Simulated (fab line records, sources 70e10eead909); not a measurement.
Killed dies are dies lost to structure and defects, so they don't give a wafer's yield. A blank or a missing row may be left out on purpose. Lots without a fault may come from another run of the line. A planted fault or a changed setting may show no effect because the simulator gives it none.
Chamber matching | flow nand_harc | NHARC_A_CHANNEL_FILL_D2_ETCHBACK_20 on rie_diel-04: 4 sister chambers
The step etches the open film in C4F8/O2/Ar, target depth 27 nm, time 13.5 s. 8 wafers are shown with their chamber, then 8 later ones without.

WAFERS WITH THEIR CHAMBER
wafer  | chamber | rf_vpp_V (V) | oes_product_au (a.u.)
L078.4 | 2       | 986          | 0.998
L081.1 | 1       | 981          | 1.020
L081.2 | 3       | 985          | 1.013
L081.4 | 2       | 984          | 1.005
L083.1 | 3       | 985          | 1.011
L083.3 | 0       | 979          | 1.013
L083.4 | 0       | 978          | 1.016
L086.1 | 1       | 978          | 0.927

WAFERS WITHOUT THEIR CHAMBER
wafer  | rf_vpp_V (V) | oes_product_au (a.u.)
L086.5 | 979          | 0.932
L086.6 | 986          | 0.932
L090.1 | 979          | 0.937
L090.3 | 985          | 0.930
L090.6 | 985          | 0.929
L095.3 | 979          | 0.982
L095.4 | 984          | 0.985
L095.6 | 978          | 0.981

WHICH CHAMBER EACH WENT THROUGH
wafer  | from the rows above     | in truth
L086.5 | can't be placed: 1 or 0 | 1
L086.6 | can't be placed: 2 or 3 | 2
L090.1 | can't be placed: 1 or 0 | 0
L090.3 | can't be placed: 2 or 3 | 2
L090.6 | can't be placed: 2 or 3 | 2
L095.3 | can't be placed: 1 or 0 | 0
L095.4 | can't be placed: 2 or 3 | 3
L095.6 | can't be placed: 0 or 1 | 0
Placed correctly: 0 of 8. Can't be placed from these rows: 8 (the true chamber is among the candidates in 8). Placed wrongly: 0.
How it was worked out, from the rows above alone: a wafer's distance from a chamber is the root of the sum, over the readings, of the square of ((its reading less the chamber's mean) divided by the reading's scatter). The wafer belongs to the nearest chamber; if the next one is less than 2 further off, it can't be placed. A chamber's mean is the mean of its shown wafers. The scatter: the root of (the sum of the squares of (reading less its chamber's mean) over the shown wafers, divided by (wafers less chambers)).
